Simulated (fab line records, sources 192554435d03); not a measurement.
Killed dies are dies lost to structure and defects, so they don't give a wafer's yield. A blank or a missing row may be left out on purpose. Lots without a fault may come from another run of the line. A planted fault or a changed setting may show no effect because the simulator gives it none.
Split-lot experiment | flow n5_finfet | 7 lots, 21 wafers read, on a route of 1938 steps

THE SPLIT
At N5_MIM_BOT_LITHO_EXPOSE_05 (exposes mask MIM BOT), the setting dose_mj was moved away from the recipe's 24.25 on 7 of the 21 wafers read, by -2.2% to +5.7%. The other wafers ran this setting at the recipe's value.

FROM THE SPLIT TO THE READING: what the file shows between them, 3 steps
- N5_MIM_BOT_LITHO_PEB_06
- N5_MIM_BOT_LITHO_DEVELOP_07: develop time 60 s
- N5_MIM_BOT_LITHO_HARDBAKE_09: time 120 s

THE READING
cd_nm, in nm, at N5_MIM_BOT_LITHO_CD_MEAS_08 (target cd 3000 nm). Fault-free wafers of this fab line usually give 2999.6 nm, standard deviation 1.7 nm.

wafer  | tool, chamber at the split | dose_mj as run | against the recipe | cd_nm, nm | against lot-mates on the recipe
L077.1 | krf_scanner-02, 0          | 25.3           | +4.3%              | 3007.4    | +8.2
L077.4 | krf_scanner-02, 0          | 25.3           | +4.3%              | 3006.6    | +7.4
L077.6 | krf_scanner-02, 0          | 24.25          | recipe             | 2999.2    | -
L079.3 | krf_scanner-01, 0          | 24.25          | recipe             | 2998.8    | -
L079.5 | krf_scanner-01, 0          | 24.25          | recipe             | 2997.8    | -
L079.6 | krf_scanner-01, 0          | 24.25          | recipe             | 2998.9    | -
L080.2 | krf_scanner-02, 0          | 24.25          | recipe             | 3000.2    | -
L080.3 | krf_scanner-02, 0          | 24.25          | recipe             | 3000.4    | -
L080.4 | krf_scanner-02, 0          | 24.25          | recipe             | 2999.0    | -
L083.3 | krf_scanner-01, 0          | 24.25          | recipe             | 3001.2    | -
L083.4 | krf_scanner-01, 0          | 23.71          | -2.2%              | 2997.8    | -2.9
L083.5 | krf_scanner-01, 0          | 24.25          | recipe             | 3000.3    | -
L085.1 | krf_scanner-02, 0          | 25.64          | +5.7%              | 3010.3    | +9.1
L085.5 | krf_scanner-02, 0          | 24.25          | recipe             | 3001.2    | -
L085.6 | krf_scanner-02, 0          | 25.64          | +5.7%              | 3010.9    | +9.7
L088.1 | krf_scanner-02, 0          | 24.25          | recipe             | 2998.9    | -
L088.5 | krf_scanner-02, 0          | 24.25          | recipe             | 2999.0    | -
L088.6 | krf_scanner-02, 0          | 24.25          | recipe             | 2998.0    | -
L090.1 | krf_scanner-02, 0          | 24.8           | +2.3%              | 3005.1    | +5.2
L090.3 | krf_scanner-02, 0          | 24.25          | recipe             | 2999.9    | -
L090.4 | krf_scanner-02, 0          | 24.8           | +2.3%              | 3004.3    | +4.4

THE FIT
A straight line over all 21 wafers: cd_nm changes by +1.81 nm for each +1% of dose_mj; r = +0.96; the points scatter about the line by 1.1 nm.
The same after taking each lot's own level away (the mean of its wafers on the recipe; 21 wafers): +1.69 nm for each +1%; r = +0.99; scatter 0.58 nm.
On that fit, the largest move of dose_mj shifts the reading by 9.7 nm.
The lots' own levels span 2998.50 to 3001.20 nm, that is 1.6 times the standard deviation above.
So the lot-to-lot level changes the slope little: the two slopes agree.
Check: with one of the wafers moved furthest among these (+5.7%) left out of the fit, the line predicts +10.1 nm for it against its lot-mates. It came out at +9.1 nm against them.

OTHER SPLITS ON THESE WAFERS
These wafers also went through other splits before the reading. Each is held against what the fit with the lots' levels taken away leaves over:
other split on the same wafers | wafers away from the commonest value | r with cd_nm (lot level and that fit taken away)
N5_BEOL_M13_EXPOSE_07 dose_mj  | 5                                    | +0.16
N5_BEOL_M14_EXPOSE_07 dose_mj  | 6                                    | +0.16

THE FILE'S OWN FIT
cd_nm changes by +1.7 nm for each +1% of dose_mj, r = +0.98.
